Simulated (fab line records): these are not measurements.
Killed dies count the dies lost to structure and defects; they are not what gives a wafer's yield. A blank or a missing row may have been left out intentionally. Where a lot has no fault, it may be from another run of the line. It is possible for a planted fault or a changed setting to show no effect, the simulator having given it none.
Which of the tools did it?    flow nandHarc    Sampling: 6 lots, 18 wafers, 5 of 1302 route steps

== WHAT THE GAUGES SHOWED, per wafer ==
NHARC_END_SORT_01.
lot   measured      on         killedAtArray
L315  day 28 08:43  prober-01  44 46 40
L327  day 31 20:23  prober-01  49 42 55

== TOOL THAT RAN EACH LOT (tool first, then ch and the chambers of the sampled wafers, then the start) ==
lot   NHARC_A_CHANNEL_HOLE_D1_ETCH_19  NHARC_A_CHANNEL_FILL_D1_ALD_03                NHARC_A_CHANNEL_FILL_D1_ALD_16   NHARC_A_CHANNEL_FILL_D1_ALD_25
L315  harEtch-02 ch 0,1, day 12 00:34  aldSinBatch-01 ch 0, day 12 18:50 or earlier  aldHk-02 ch 0,1,2, day 12 18:50  aldHk-01 ch 0,1,3, day 13 20:30
L317  harEtch-02 ch 0,1, day 12 07:23  aldSinBatch-01 ch 0, day 13 01:26 or earlier  aldHk-02 ch 0,1,2, day 13 01:26  aldHk-02 ch 1,2,3, day 14 01:54
L325  harEtch-01 ch 0,1, day 15 12:59  aldSinBatch-01 ch 0, day 16 07:35 or earlier  aldHk-02 ch 1,2,3, day 16 07:35  aldHk-02 ch 0,1,3, day 17 09:17
L327  harEtch-01 ch 0,1, day 16 05:20  aldSinBatch-03 ch 0, day 16 23:38 or earlier  aldHk-01 ch 0,2,3, day 16 23:38  aldHk-02 ch 1,2, day 18 04:14
L329  harEtch-01 ch 0,1, day 17 17:59  aldSinBatch-03 ch 0, day 18 12:39 or earlier  aldHk-03 ch 0,1,2, day 18 12:39  aldHk-01 ch 1,3, day 19 12:34
L331  harEtch-02 ch 0,1, day 18 01:58  aldSinBatch-01 ch 0, day 18 20:28 or earlier  aldHk-01 ch 2,3, day 18 20:28    aldHk-03 ch 2,3, day 19 22:04
- NHARC_A_CHANNEL_HOLE_D1_ETCH_19: etches the open film in C4F8/O2/Ar, time 34.5 s.
- NHARC_A_CHANNEL_FILL_D1_ALD_03: deposits SiNx, target thk 6 nm, pulse time 60 s, ald cycles 58.
- NHARC_A_CHANNEL_FILL_D1_ALD_16: deposits SiO2, target thk 1.5 nm, pulse time 10 s, ald cycles 15.
- NHARC_A_CHANNEL_FILL_D1_ALD_25: deposits SiOx, target thk 60 nm, pulse time 10 s, ald cycles 600.

== THE ANSWER, worked out from the rows above alone ==
Rule: the usual values come from the lots themselves. The widest of any qualifying gaps counts: lots, ordered by their means at a reading, are off when they make up no more than a third of the lots, leave a main group of 4 or more, and stand apart from it by 3 or more times the standard deviation of that group's means. Not used: any main group whose means are identical at the precision the tables above print for the reading. Also off: a lot with no number at a reading for which 4 or more lots have one. All remaining lots with rows at the step are treated as sound.
No lot is off on any of the readings shown, so nothing can be concluded from this.

== WHAT THE SIMULATOR HAD INSERTED ==
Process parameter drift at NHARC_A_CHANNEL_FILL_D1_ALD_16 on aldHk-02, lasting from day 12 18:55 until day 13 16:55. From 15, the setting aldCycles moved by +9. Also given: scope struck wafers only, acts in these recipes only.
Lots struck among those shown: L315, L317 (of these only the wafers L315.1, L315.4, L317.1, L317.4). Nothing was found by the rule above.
